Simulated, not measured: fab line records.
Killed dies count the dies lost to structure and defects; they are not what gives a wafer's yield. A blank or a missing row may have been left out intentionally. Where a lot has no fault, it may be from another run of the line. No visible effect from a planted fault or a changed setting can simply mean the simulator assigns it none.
fab line records ; flow n5_finfet
record: lots: 6; wafers: 18; last_day: 18
route steps=1938 shown FIN_SAQP@113 BEOL_M4@1111
lots that met no fault: from a run of the same line without faults
start_h: start of the lot's first displayed wafer, in hours after the record's first day ; wait_h: time in hours since the lot's previous step ; " same as the row above ; L1.1+2: several wafers, shown together as one row ; - no value present, or no start provided ; * or withheld: withheld ; < > ~ a bound
route shown NAME@n: a module of which the file shows steps, and the number in the route of the first ; usual: mean/standard deviation taken from wafers without a fault ; same: alike in all rows ; chamber/n: place in a boat ; sites: the reading at each site ; _std_site: the standard deviation of these ; _edge_site: inner sites' mean taken away from outer sites' mean ; radius_mm: how far each site lies from the wafer's centre ; mask NAME#n: copy n ; behind: the tool/chamber that last shaped the wafer ; hold: why the lot went on hold/how many hours it stayed there/how the hold came to an end ; device: the transistor (n, p or np) that didn't switch ; end of line: the route-end tests of the same wafers ; a step with no rows: only its recipe ; killed: dies that structure and defects cost at the first sort, which is not the same as the wafer's yield ; map: a wafer's dies, marking killed ones x, the rest . and places with no die _
set.NAME: the run value of the setting; set.NAME@STEP: its run value at that earlier step ; model.NAME: the simulator's own value behind a step, which no gauge read
a table for each step, a row for each wafer; lots at some steps of the route
services: from which hour (start_h, from the record's first day; less than 0 if before it) a tool's chamber was out of use, for how many hours, and why
== steps ==
step: N5_FIN_SAQP_INSPECT_18
recipe: mode: adi; inspect_instrument: brightfield
usual: raw_defect_count: 390/100
lot.wafer;tool;chamber;start_h;wait_h;raw_defect_count
L696.2;defect_inspect-02;-;75.91;0.0;640
L696.5;defect_inspect-02;-;75.91;0.0;243
L696.6;defect_inspect-02;-;75.91;0.0;340
L697.1;defect_inspect-01;-;81.37;0.0;381
L697.3;defect_inspect-01;-;81.37;0.0;441
L697.5;defect_inspect-01;-;81.37;0.0;529
L699.1;defect_inspect-02;-;93.42;0.0;304
L699.2;defect_inspect-02;-;93.42;0.0;185
L699.6;defect_inspect-02;-;93.42;0.0;299
L700.1;defect_inspect-01;-;99.93;0.0;318
L700.2;defect_inspect-01;-;99.93;0.0;433
L700.6;defect_inspect-01;-;99.93;0.0;312
L702.1;defect_inspect-02;-;114.82;0.0;443
L702.4;defect_inspect-02;-;114.82;0.0;481
L702.6;defect_inspect-02;-;114.82;0.0;375
L708.1;defect_inspect-01;-;147.66;0.0;368
L708.5;defect_inspect-01;-;147.66;0.0;388
L708.6;defect_inspect-01;-;147.66;0.0;446
step: N5_FIN_SAQP_DESCUM_21
recipe: chemistry: O2; time_s: 7.9; source_power_w: 50; bias_power_w: 20; pressure_mtorr: 20; rf_frequency_hz: 2.712e+07; temp_c: 40; resist: CAR-ArF; o2_flow_sccm: 225
usual: drypump_motor_current_A: 5.6/0.43; oes_product_au: 0.82/0.085; rf_vpp_V: 243.5/1.3; showerhead_plenum_p_Torr: 2.12/0.066; throttle_valve_pct: 20.3/0.31
lot.wafer;tool;chamber;start_h;wait_h;drypump_motor_current_A;oes_product_au;rf_hours_counter_h;rf_vpp_V;showerhead_plenum_p_Torr;throttle_valve_pct
L696.2;rie_diel-03;0;75.94;0.0;5.4;0.88;37;245.0;2.23;19.9
L696.5;rie_diel-03;1;75.94;0.0;6.2;0.98;-;243.1;2.15;20.1
L696.6;rie_diel-03;3;75.94;0.0;6.0;0.79;-;244.1;2.10;20.1
L697.1;rie_diel-06;2;81.69;0.3;5.4;0.84;64;243.4;2.03;20.3
L697.3;rie_diel-06;0;81.69;0.3;6.2;0.94;10;242.5;2.04;20.4
L697.5;rie_diel-06;3;81.69;0.3;6.6;0.83;-;243.2;2.13;20.6
L699.1;rie_diel-02;0;93.45;0.0;5.4;0.75;125;243.5;2.09;20.4
L699.2;rie_diel-02;1;93.45;0.0;5.1;0.92;8;242.6;2.05;20.3
L699.6;rie_diel-02;0;93.45;0.0;5.4;0.75;-;243.1;2.08;20.4
L700.1;rie_diel-03;0;99.96;0.0;5.5;0.88;47;244.8;2.23;19.9
L700.2;rie_diel-03;1;99.96;0.0;6.1;0.93;16;244.4;2.15;20.1
L700.6;rie_diel-03;2;99.96;0.0;5.6;0.95;-;243.0;2.14;20.0
L702.1;rie_diel-03;2;115.22;0.4;5.6;0.93;11;242.8;2.14;20.0
L702.4;rie_diel-03;0;115.22;0.4;5.5;0.85;55;243.8;2.22;19.9
L702.6;rie_diel-03;2;115.22;0.4;5.6;0.92;-;243.4;2.14;20.0
L708.1;rie_diel-03;0;147.70;0.0;5.5;0.85;65;246.0;2.22;20.0
L708.5;rie_diel-03;3;147.70;0.0;6.0;0.78;-;243.2;2.09;20.1
L708.6;rie_diel-03;2;147.70;0.0;5.6;0.90;-;244.6;2.14;20.0
step: N5_FIN_SAQP_ETCH_51
recipe: chemistry: CF4; target: SiARC; target_depth_a: 455; mask_material: CAR-ArF; time_s: 75.8; ion_energy_ev: 80; pressure_mtorr: 40; source_w: 545; bias_w: 36; Ar_flow_sccm: 100; cf4_flow_sccm: 100; ends: cleared
usual: drypump_motor_current_A: 5.6/0.43; etch_rf_on_time_s: 76.4/1.8; oes_product_au: 0.70/0.071; rf_vpp_V: 184.3/1; showerhead_plenum_p_Torr: 2.17/0.057; throttle_valve_pct: 15.5/0.31
lot.wafer;tool;chamber;start_h;wait_h;drypump_motor_current_A;etch_rf_on_time_s;oes_product_au;rf_hours_counter_h;rf_vpp_V;showerhead_plenum_p_Torr;throttle_valve_pct
L696.2;rie_diel-03;0;75.98;0.0;5.4;74.1;0.76;37;186.0;2.25;15.0
L696.5;rie_diel-03;1;75.98;0.0;6.1;77.7;0.83;-;182.3;2.20;15.3
L696.6;rie_diel-03;3;75.98;0.0;6.0;73.6;0.68;-;183.8;2.15;15.3
L697.1;rie_diel-06;2;81.72;0.0;5.4;79.0;0.72;64;183.9;2.10;15.6
L697.3;rie_diel-06;0;81.72;0.0;6.2;75.0;0.80;10;183.7;2.11;15.6
L697.5;rie_diel-06;3;81.72;0.0;6.6;74.7;0.72;-;184.2;2.17;15.6
L699.1;rie_diel-02;0;93.49;0.0;5.4;78.9;0.63;125;183.3;2.16;15.8
L699.2;rie_diel-02;1;93.49;0.0;5.0;79.6;0.77;8;183.2;2.11;15.5
L699.6;rie_diel-02;0;93.49;0.0;5.4;78.7;0.63;-;182.5;2.16;15.8
L700.1;rie_diel-03;0;100.00;0.0;5.5;74.4;0.74;47;184.9;2.25;15.0
L700.2;rie_diel-03;1;100.00;0.0;6.1;78.0;0.81;16;184.7;2.20;15.3
L700.6;rie_diel-03;2;100.00;0.0;5.6;73.8;0.81;-;184.1;2.20;15.2
L702.1;rie_diel-03;2;115.26;0.0;5.6;76.5;0.78;11;183.2;2.19;15.2
L702.4;rie_diel-03;0;115.26;0.0;5.5;75.3;0.73;55;184.4;2.25;15.0
L702.6;rie_diel-03;2;115.26;0.0;5.6;75.7;0.79;-;184.2;2.19;15.2
L708.1;rie_diel-03;0;147.73;0.0;5.5;75.3;0.72;65;186.2;2.24;15.1
L708.5;rie_diel-03;3;147.73;0.0;6.0;74.5;0.66;-;183.9;2.14;15.3
L708.6;rie_diel-03;2;147.73;0.0;5.6;75.1;0.76;-;184.1;2.19;15.2
step: N5_FIN_SAQP_ETCH_52
recipe: chemistry: N2/H2; target: SOC; target_depth_a: 1000; overetch_a: 200; mask_material: SiARC; temp_c: 40; time_s: 150; ion_energy_ev: 200; pressure_mtorr: 30; source_w: 840; bias_w: 150; n2_flow_sccm: 200; h2_flow_sccm: 200; ends: end_point
step: N5_FIN_SAQP_STRIP_53
recipe: chemistry: N2/H2; temp_c: 40; n2_flow_sccm: 200; h2_flow_sccm: 200; rf_frequency_hz: 6e+07
step: N5_FIN_SAQP_HM_OPEN_73
recipe: chemistry: CHF3/O2; target: SiO2; stop_on: a-Si; target_depth_a: 120; over_etch_frac: 1.8; mask_material: SOC; time_s: 16.8; pressure_mtorr: 30; source_w: 650; bias_w: 170; Ar_flow_sccm: 200; CHF3_flow_sccm: 50; O2_flow_sccm: 5; ion_energy_ev: 200; ends: end_point
usual: drypump_motor_current_A: 5.6/0.43; oes_product_au: 0.49/0.05; rf_vpp_V: 523/11; showerhead_plenum_p_Torr: 2.44/0.064; throttle_valve_pct: 18.8/0.32
lot.wafer;tool;chamber;start_h;wait_h;drypump_motor_current_A;oes_product_au;rf_hours_counter_h;rf_vpp_V;showerhead_plenum_p_Torr;throttle_valve_pct
L696.2;rie_diel-03;0;76.14;0.0;5.5;0.53;37;534;2.54;18.2
L696.5;rie_diel-03;1;76.14;0.0;6.1;0.60;-;542;2.48;18.5
L696.6;rie_diel-03;3;76.14;0.0;6.0;0.47;-;519;2.42;18.5
L697.1;rie_diel-06;2;81.89;0.0;5.4;0.51;64;525;2.36;18.8
L697.3;rie_diel-06;0;81.89;0.0;6.2;0.56;10;515;2.38;18.9
L697.5;rie_diel-06;3;81.89;0.0;6.6;0.50;-;526;2.45;19.0
L699.1;rie_diel-02;0;93.65;0.0;5.4;0.45;125;520;2.42;19.0
L699.2;rie_diel-02;1;93.65;0.0;5.0;0.56;8;523;2.39;18.9
L699.6;rie_diel-02;0;93.65;0.0;5.4;0.46;-;520;2.42;19.0
L700.1;rie_diel-03;0;100.16;0.0;5.4;0.51;47;535;2.54;18.2
L700.2;rie_diel-03;1;100.16;0.0;6.1;0.57;16;543;2.47;18.6
L700.6;rie_diel-03;2;100.16;0.0;5.6;0.57;-;519;2.47;18.4
L702.1;rie_diel-03;2;115.42;0.0;5.6;0.55;11;518;2.47;18.4
L702.4;rie_diel-03;0;115.42;0.0;5.5;0.51;55;534;2.53;18.2
L702.6;rie_diel-03;2;115.42;0.0;5.6;0.54;-;519;2.47;18.4
L708.1;rie_diel-03;0;147.90;0.0;5.5;0.50;65;533;2.53;18.2
L708.5;rie_diel-03;3;147.90;0.0;6.0;0.45;-;519;2.41;18.5
L708.6;rie_diel-03;2;147.90;0.0;5.6;0.52;-;520;2.47;18.4
step: N5_FIN_SAQP_STRIP_74
recipe: chemistry: CHF3/O2; resist: SiARC; rf_frequency_hz: 6e+07
step: N5_FIN_SAQP_MANDREL_ETCH_22
recipe: target_depth_a: 600; chemistry: HBr/Cl2; target: a-Si; stop_on: SiNx; bt_time_s: 10; over_etch_frac: 0.5; time_s: 30; pressure_mtorr: 10; icp_w: 800; bias_w: 75; HBr_flow_sccm: 150; Cl2_flow_sccm: 80; ends: end_point
step: N5_FIN_SAQP_STRIP_55
recipe: chemistry: N2/H2; power_w: 500; temp_c: 40; pressure_mtorr: 50; rf_frequency_hz: 6e+07; overash_fraction: 0.3; bias_power_w: 28; h2_frac: 0.5; n2_flow_sccm: 300; h2_flow_sccm: 300
usual: drypump_motor_current_A: 5.6/0.51; oes_product_au: 0.83/0.083; rf_vpp_V: 122.0/1.5; showerhead_plenum_p_Torr: 3.37/0.1; throttle_valve_pct: 18.8/0.47
lot.wafer;tool;chamber;start_h;wait_h;drypump_motor_current_A;oes_product_au;rf_hours_counter_h;rf_vpp_V;showerhead_plenum_p_Torr;throttle_valve_pct
L696.2;rie_diel-02;0;76.32;0.1;5.4;0.76;117;122.7;3.37;19.1
L696.5;rie_diel-02;1;76.32;0.1;5.1;0.98;-;121.9;3.31;19.0
L696.6;rie_diel-02;3;76.32;0.1;5.4;0.81;-;124.5;3.52;18.6
L697.1;rie_diel-06;3;82.10;0.1;6.6;0.82;61;121.9;3.42;19.4
L697.3;rie_diel-06;0;82.10;0.1;6.2;0.94;10;120.0;3.29;18.5
L697.5;rie_diel-06;2;82.10;0.1;5.4;0.84;-;121.8;3.26;18.4
L699.1;rie_diel-06;2;93.84;0.1;5.4;0.84;68;122.0;3.26;18.4
L699.2;rie_diel-06;0;93.84;0.1;6.2;0.92;14;120.4;3.29;18.5
L699.6;rie_diel-06;0;93.84;0.1;6.2;0.92;-;121.9;3.29;18.5
L700.1;rie_diel-03;0;100.66;0.4;5.5;0.87;47;124.4;3.55;18.0
L700.2;rie_diel-03;1;100.66;0.4;6.2;0.93;16;125.2;3.44;18.6
L700.6;rie_diel-03;1;100.66;0.4;6.1;0.93;-;120.9;3.44;18.6
L702.1;rie_diel-02;2;115.62;0.1;5.2;0.96;7;120.1;3.31;19.5
L702.4;rie_diel-02;3;115.62;0.1;5.4;0.80;126;122.7;3.51;18.6
L702.6;rie_diel-02;2;115.62;0.1;5.1;0.97;-;120.1;3.31;19.5
L708.1;rie_diel-06;1;148.11;0.1;4.8;0.76;154;121.3;3.21;18.9
L708.5;rie_diel-06;2;148.11;0.1;5.5;0.82;-;120.1;3.25;18.4
L708.6;rie_diel-06;1;148.11;0.1;4.8;0.76;-;122.5;3.21;18.9
step: N5_FIN_SAQP_STRIP_23
recipe: chemistry: SPM; time_s: 750; temp_c: 130; h2so4_h2o2_vol_ratio: 4
step: N5_FIN_SAQP_SRD_66
recipe: dry: ipa_marangoni; time_s: 30; temp_c: 23; rinse_liquid: diw
step: N5_FIN_SAQP_RECESS_75
recipe: chemistry: HF/NH3; target: SiO2; target_depth_a: 144; afs_cycles: 3; temp_c: 30; sublimation_temp_c: 180; sublimation_time_s: 60
step: N5_FIN_SAQP_SPACER1_ALD_24
recipe: material: SiO2; target_thk_a: 203; temp_c: 300; ald_precursor_family: BDEAS; ald_co_reactant: O2-plasma; pulse_time_s: 1; purge_time_s: 2; co_reactant_purge_time_s: 2; ald_cycles: 218; pressure_torr: 2
usual: heater_power_w: 478/59; precursor_pulse_height_rel: 0.999/0.021; susceptor_temp_C: 300.00/0.21
lot.wafer;tool;chamber;start_h;wait_h;heater_power_w;precursor_pulse_height_rel;susceptor_temp_C;model.SiO2_of_FIN_SAQP_SPACER1_ALD_24.thk_nm
L696.2;ald_sin-01;1;77.04;0.3;455;0.993;300.01;20.2
L696.5;ald_sin-01;1;77.04;0.3;470;0.987;299.72;20.2
L696.6;ald_sin-01;2;77.04;0.3;468;0.988;300.13;20.2
L697.1;ald_sin-02;0;82.81;0.3;566;1.003;299.96;20.2
L697.3;ald_sin-02;1;82.81;0.3;481;0.977;300.25;20.2
L697.5;ald_sin-02;0;82.81;0.3;571;1.049;300.03;20.4
L699.1;ald_sin-01;1;94.55;0.3;535;0.994;320.00;19.6
L699.2;ald_sin-01;0;94.55;0.3;620;0.998;320.35;19.8
L699.6;ald_sin-01;3;94.55;0.3;423;0.968;320.21;19.8
L700.1;ald_sin-01;0;101.37;0.3;619;1.003;320.20;19.6
L700.2;ald_sin-01;1;101.37;0.3;535;1.013;320.20;19.8
L700.6;ald_sin-01;2;101.37;0.3;538;1.003;320.12;19.6
L702.1;ald_sin-02;1;116.34;0.3;494;0.958;299.87;20.4
L702.4;ald_sin-02;3;116.34;0.3;532;1.013;299.98;20.2
L702.6;ald_sin-02;2;116.34;0.3;507;1.022;300.28;20.2
L708.1;ald_sin-02;2;148.82;0.3;510;1.017;300.08;20.2
L708.5;ald_sin-02;3;148.82;0.3;518;0.977;299.81;20.4
L708.6;ald_sin-02;0;148.82;0.3;559;0.980;300.19;20.4
step: N5_FIN_SAQP_SPACER1_ETCHBACK_25
recipe: chemistry: CHF3/O2; mode: anisotropic_etchback; target: SiO2; target_depth_a: 244; time_s: 12.2; pressure_mtorr: 30; source_w: 650; bias_w: 170; Ar_flow_sccm: 200; CHF3_flow_sccm: 50; O2_flow_sccm: 5; ion_energy_ev: 200
usual: drypump_motor_current_A: 5.6/0.46; oes_product_au: 0.82/0.084; rf_vpp_V: 525/11; showerhead_plenum_p_Torr: 2.43/0.066; throttle_valve_pct: 18.8/0.3
lot.wafer;tool;chamber;start_h;wait_h;drypump_motor_current_A;oes_product_au;rf_hours_counter_h;rf_vpp_V;showerhead_plenum_p_Torr;throttle_valve_pct
L696.2;rie_diel-06;3;77.83;0.4;6.6;0.84;59;525;2.45;19.0
L696.5;rie_diel-06;2;77.83;0.4;5.4;0.85;-;525;2.36;18.9
L696.6;rie_diel-06;1;77.83;0.4;4.8;0.78;-;541;2.32;19.0
L697.1;rie_diel-03;1;83.52;0.4;6.2;0.96;8;543;2.48;18.6
L697.3;rie_diel-03;3;83.52;0.4;6.0;0.79;102;520;2.42;18.6
L697.5;rie_diel-03;1;83.52;0.4;6.1;0.96;-;544;2.48;18.6
L699.1;rie_diel-06;1;95.32;0.4;4.8;0.77;137;540;2.32;19.0
L699.2;rie_diel-06;3;95.32;0.4;6.6;0.84;66;524;2.45;19.0
L699.6;rie_diel-06;0;95.32;0.4;6.2;0.91;-;516;2.38;19.0
L700.1;rie_diel-03;0;102.12;0.4;5.5;0.86;48;533;2.53;18.3
L700.2;rie_diel-03;2;102.12;0.4;5.6;0.95;5;519;2.47;18.5
L700.6;rie_diel-03;2;102.12;0.4;5.6;0.94;-;518;2.47;18.5
L702.1;rie_diel-03;0;117.20;0.5;5.4;0.85;56;536;2.53;18.3
L702.4;rie_diel-03;3;117.20;0.5;6.0;0.77;114;519;2.42;18.6
L702.6;rie_diel-03;1;117.20;0.5;6.1;0.91;-;543;2.47;18.6
L708.1;rie_diel-06;0;149.53;0.4;6.2;0.89;30;515;2.37;19.0
L708.5;rie_diel-06;0;149.53;0.4;6.3;0.88;-;517;2.37;19.0
L708.6;rie_diel-06;1;149.53;0.4;4.8;0.76;-;540;2.31;19.0
step: N5_FIN_SAQP_MANDREL1_REMOVE_56
recipe: chemistry: HBr/Cl2/O2; bt_time_s: 10; target: a-Si; stop_on: SiNx; endpoint: OES-SiCl; over_etch_frac: 1; icp_w: 600; bias_w: 22; HBr_flow_sccm: 150; Cl2_flow_sccm: 80; O2_flow_sccm: 5; pressure_mtorr: 10
usual: drypump_motor_current_A: 5.6/0.39; mfc_cl2_sccm: 79.95/0.24; oes_product_au: 0.997/0.016; throttle_valve_pct: 36.8/0.3
same: bt_time_s: 10
lot.wafer;tool;chamber;start_h;wait_h;drypump_motor_current_A;mfc_cl2_sccm;oes_product_au;rf_hours_counter_h;throttle_valve_pct;model.FIN_SAQP.cd_nm
L696.2;rie_si-02;1;77.92;0.1;5.1;79.63;1.003;197;36.6;20.2
L696.5;rie_si-02;2;77.92;0.1;5.9;79.85;0.975;-;37.1;20.2
L696.6;rie_si-02;3;77.92;0.1;5.3;80.27;0.993;-;37.0;20.4
L697.1;rie_si-04;2;83.61;0.1;6.2;80.12;0.999;43;37.0;20.2
L697.3;rie_si-04;3;83.61;0.1;5.6;80.14;1.013;66;36.5;20.4
L697.5;rie_si-04;1;83.61;0.1;4.9;80.31;1.021;-;36.4;20.2
L699.1;rie_si-02;0;95.41;0.1;5.8;80.02;1.011;115;36.8;19.6
L699.2;rie_si-02;1;95.41;0.1;5.2;79.70;0.999;198;36.6;19.6
L699.6;rie_si-02;2;95.41;0.1;5.9;79.79;0.965;-;37.1;19.8
L700.1;rie_si-04;0;102.21;0.1;6.1;79.56;0.992;163;37.4;19.8
L700.2;rie_si-04;3;102.21;0.1;5.6;79.63;1.019;66;36.5;19.6
L700.6;rie_si-04;1;102.21;0.1;4.9;80.01;1.029;-;36.4;19.6
L702.1;rie_si-04;3;117.29;0.1;5.6;79.74;1.005;67;36.5;20.2
L702.4;rie_si-04;2;117.29;0.1;6.2;79.78;0.996;44;37.0;20.2
L702.6;rie_si-04;1;117.29;0.1;4.9;79.88;1.013;-;36.4;20.2
L708.1;rie_si-02;2;149.62;0.1;5.9;80.19;0.974;78;37.1;20.2
L708.5;rie_si-02;3;149.62;0.1;5.3;80.04;0.982;-;37.0;20.4
L708.6;rie_si-02;0;149.62;0.1;5.8;79.81;1.016;-;36.8;20.6
step: N5_FIN_SAQP_CD_MEAS_27
recipe: target_cd_nm: 20; landing_energy_ev: 1000; detector: se_inlens; polarity: line
usual: cd_nm: 20.29/0.25
lot.wafer;tool;chamber;start_h;wait_h;cd_nm
L696.2;cd_sem-02;0;78.04;0.1;20.69
L696.5;cd_sem-02;0;78.04;0.1;20.39
L696.6;cd_sem-02;0;78.04;0.1;20.44
L697.1;cd_sem-02;0;83.72;0.1;20.53
L697.3;cd_sem-02;0;83.72;0.1;20.24
L697.5;cd_sem-02;0;83.72;0.1;20.37
L699.1;cd_sem-03;0;95.52;0.1;19.83
L699.2;cd_sem-03;0;95.52;0.1;19.53
L699.6;cd_sem-03;0;95.52;0.1;19.65
L700.1;cd_sem-03;0;102.32;0.1;19.74
L700.2;cd_sem-03;0;102.32;0.1;19.76
L700.6;cd_sem-03;0;102.32;0.1;19.50
L702.1;cd_sem-01;0;117.40;0.1;20.52
L702.4;cd_sem-01;0;117.40;0.1;20.02
L702.6;cd_sem-01;0;117.40;0.1;20.17
L708.1;cd_sem-01;0;149.73;0.1;20.01
L708.5;cd_sem-01;0;149.73;0.1;20.20
L708.6;cd_sem-01;0;149.73;0.1;20.66
step: N5_FIN_SAQP_ETCH_57
recipe: chemistry: CH3F/O2; target: SiNx; mask_material: SiO2; target_depth_a: 325; time_s: 46.4; pressure_mtorr: 30; source_w: 395; bias_w: 73; Ar_flow_sccm: 150; CH3F_flow_sccm: 30; O2_flow_sccm: 20; ion_energy_ev: 120; ends: cleared
step: N5_BEOL_M4_RC_MEAS_101
usual: DIBL_N: 36.0/1.9; DIBL_P: 36.0/2.1; IOFF_N: 0.155/0.029; IOFF_P: 0.20/0.032; ION_N: 672/11; ION_P: 461/6.9; SS_N: 71.5/0.58; SS_P: 73.2/0.64; VT_N: 250.4/2.9; VT_P: -251.0/2.8
lot.wafer;tool;chamber;start_h;wait_h;DIBL_N[mV/V];DIBL_P[mV/V];IOFF_N[nA/um];IOFF_P[nA/um];ION_N[uA/um];ION_P[uA/um];SS_N[mV/dec];SS_P[mV/dec];VT_N[mV];VT_P[mV]
L696.2;prober-01;0;241.12;0.2;32.8;32.3;0.099;0.15;644;448;70.2;72.5;257.9;-254.0
L696.5;prober-01;0;241.12;0.2;33.4;34.6;0.123;0.18;667;461;71.1;73.8;251.8;-251.1
L696.6;prober-01;0;241.12;0.2;34.1;34.3;0.123;0.17;651;454;72.0;72.1;256.5;-250.7
L697.1;prober-02;0;244.66;0.0;33.7;32.9;0.126;0.18;662;461;70.1;72.5;252.3;-253.1
L697.3;prober-02;0;244.66;0.0;34.3;34.1;0.144;0.19;686;462;70.5;73.1;251.6;-252.4
L697.5;prober-02;0;244.66;0.0;36.1;36.2;0.171;0.23;687;470;71.4;73.0;247.8;-249.6
L700.1;prober-01;0;246.50;0.0;34.5;34.2;0.147;0.18;675;457;71.8;73.1;251.2;-253.9
L700.2;prober-01;0;246.50;0.0;34.3;34.8;0.159;0.19;681;464;71.5;73.5;248.2;-253.9
L700.6;prober-01;0;246.50;0.0;35.7;35.8;0.171;0.20;673;459;71.9;73.3;249.8;-253.1
L699.1;prober-01;0;249.65;0.0;37.5;36.7;0.189;0.22;674;457;72.7;73.3;247.8;-248.9
L699.2;prober-01;0;249.65;0.0;37.1;36.4;0.163;0.21;667;451;71.6;73.9;247.3;-251.0
L699.6;prober-01;0;249.65;0.0;36.6;36.0;0.158;0.20;658;450;71.7;73.3;248.4;-253.3
L702.1;prober-01;0;263.93;0.0;34.9;36.2;0.129;0.19;647;449;72.0;73.1;252.0;-251.1
L702.4;prober-01;0;263.93;0.0;34.9;36.2;0.134;0.18;656;451;71.2;72.7;250.8;-251.4
L702.6;prober-01;0;263.93;0.0;37.1;39.3;0.184;0.23;692;469;72.2;73.7;248.3;-250.2
L708.1;prober-02;0;311.89;0.0;34.8;34.8;0.151;0.21;676;463;71.3;72.6;251.0;-250.0
L708.5;prober-02;0;311.89;0.0;33.5;33.6;0.134;0.19;677;468;71.2;72.5;252.4;-247.9
L708.6;prober-02;0;311.89;0.0;33.5;33.8;0.130;0.18;673;463;71.0;71.8;253.3;-252.4
== services ==
tool;chamber;start_h;hours;kind
rie_diel-02;0;53.04;14.0;repair
rie_diel-02;-;63.34;4.1;repair
rie_diel-03;2;68.24;-;clean
rie_diel-03;2;68.24;-;consumable_replace:focus_ring
rie_diel-03;2;68.24;21.9;scheduled_down
rie_diel-03;2;68.24;21.9;vent_cycle
ald_sin-01;0;70.25;20.8;repair
rie_diel-02;2;74.93;-;clean
rie_diel-02;2;74.93;-;consumable_replace:focus_ring
rie_diel-02;2;74.93;26.6;scheduled_down
rie_diel-02;2;74.93;26.6;vent_cycle
rie_si-04;-;89.53;2.8;pm
rie_si-02;2;95.63;3.7;repair
rie_diel-06;-;100.57;14.6;pm
rie_si-04;-;105.97;0.4;repair
rie_si-02;1;115.70;-;clean
rie_si-02;1;115.70;19.8;scheduled_down
rie_si-02;1;115.70;19.8;vent_cycle
ald_sin-02;3;121.55;17.2;repair
ald_sin-02;-;130.27;0.4;repair
rie_diel-06;0;131.05;5.5;repair
== key ==
first_sign: step: N5_FIN_SAQP_SPACER1_ALD_24; reading: susceptor_temp_C; direction: up; sigmas: 94; usual: *; struck: *
effect: step: N5_FIN_SAQP_CD_MEAS_27; reading: cd_nm; direction: down; sigmas: 2.5; usual: 20.29; struck: 19.67
model_effect: step: N5_FIN_SAQP_SPACER1_ALD_24; value: SiO2_of_FIN_SAQP_SPACER1_ALD_24.thk_nm; without: 20.3; struck: 19.7
model_effect: step: N5_FIN_SAQP_MANDREL1_REMOVE_56; value: FIN_SAQP.cd_nm; without: 20.17; struck: 19.67
met_at N5_FIN_SAQP_SPACER1_ALD_24
struck_wafers L699.1,L699.2,L699.6,L700.1,L700.2,L700.6
onset_between 77.04 94.55
fault: kind: process_parameter_drift; tool: ald_sin-01; chamber: -; onset_h: 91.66; steps: N5_FIN_SAQP_SPACER1_ALD_24; channel: temp_c; offset: *; shape: step; end_h: 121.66; acts_in: *; stated: *
